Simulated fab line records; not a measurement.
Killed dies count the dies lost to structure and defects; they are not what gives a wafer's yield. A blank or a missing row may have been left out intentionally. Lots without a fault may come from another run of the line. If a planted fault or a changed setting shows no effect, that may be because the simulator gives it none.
Chamber matching / flow n5_finfet / rie_diel-03 running N5_MOL_CONTACT_COAG_ETCH_106: 4 sister chambers
The step etches SOC in N2/H2, target depth 80 nm, overetch 16 nm, time 120 s. 8 wafers are shown with their chamber, then 10 later ones without.

== WAFERS WITH THEIR CHAMBER ==
wafer=L079.6; chamber=0; throttle_valve_pct (%)=18.21; showerhead_plenum_p_Torr (Torr)=2.66
wafer=L081.6; chamber=0; throttle_valve_pct (%)=18.22; showerhead_plenum_p_Torr (Torr)=2.66
wafer=L082.1; chamber=3; throttle_valve_pct (%)=18.18; showerhead_plenum_p_Torr (Torr)=2.62
wafer=L084.2; chamber=1; throttle_valve_pct (%)=17.30; showerhead_plenum_p_Torr (Torr)=2.68
wafer=L084.4; chamber=2; throttle_valve_pct (%)=17.65; showerhead_plenum_p_Torr (Torr)=2.43
wafer=L084.5; chamber=2; throttle_valve_pct (%)=17.63; showerhead_plenum_p_Torr (Torr)=2.43
wafer=L089.3; chamber=3; throttle_valve_pct (%)=18.20; showerhead_plenum_p_Torr (Torr)=2.61
wafer=L089.4; chamber=1; throttle_valve_pct (%)=17.33; showerhead_plenum_p_Torr (Torr)=2.68

== WAFERS WITHOUT THEIR CHAMBER ==
wafer=L089.6; throttle_valve_pct (%)=17.67; showerhead_plenum_p_Torr (Torr)=2.43
wafer=L092.2; throttle_valve_pct (%)=18.26; showerhead_plenum_p_Torr (Torr)=2.65
wafer=L092.4; throttle_valve_pct (%)=17.33; showerhead_plenum_p_Torr (Torr)=2.67
wafer=L092.5; throttle_valve_pct (%)=18.28; showerhead_plenum_p_Torr (Torr)=2.65
wafer=L094.2; throttle_valve_pct (%)=18.28; showerhead_plenum_p_Torr (Torr)=2.65
wafer=L094.4; throttle_valve_pct (%)=17.71; showerhead_plenum_p_Torr (Torr)=2.42
wafer=L094.6; throttle_valve_pct (%)=17.69; showerhead_plenum_p_Torr (Torr)=2.42
wafer=L096.2; throttle_valve_pct (%)=17.70; showerhead_plenum_p_Torr (Torr)=2.42
wafer=L096.4; throttle_valve_pct (%)=17.36; showerhead_plenum_p_Torr (Torr)=2.67
wafer=L096.6; throttle_valve_pct (%)=17.73; showerhead_plenum_p_Torr (Torr)=2.42

== EACH ONE'S CHAMBER ==
wafer=L089.6; from the rows above=2; in truth=2
wafer=L092.2; from the rows above=0; in truth=0
wafer=L092.4; from the rows above=1; in truth=1
wafer=L092.5; from the rows above=0; in truth=0
wafer=L094.2; from the rows above=0; in truth=0
wafer=L094.4; from the rows above=2; in truth=2
wafer=L094.6; from the rows above=2; in truth=2
wafer=L096.2; from the rows above=2; in truth=2
wafer=L096.4; from the rows above=1; in truth=1
wafer=L096.6; from the rows above=2; in truth=2
Correctly placed: 10 of 10. Can't be placed from these rows: 0. 0 placed wrongly.
How it was worked out, from the rows above alone: a wafer's distance from a chamber is the root of the sum, over the readings, of the square of ((its reading less the chamber's mean) divided by the reading's scatter). If the next closest chamber is less than 2 further off than the closest, the wafer can't be placed; otherwise it belongs to the closest. A chamber's mean is the mean of its shown wafers. The scatter: take each reading less its chamber's mean, square it, sum over the shown wafers, divide by the number of wafers less the number of chambers, and take the root.
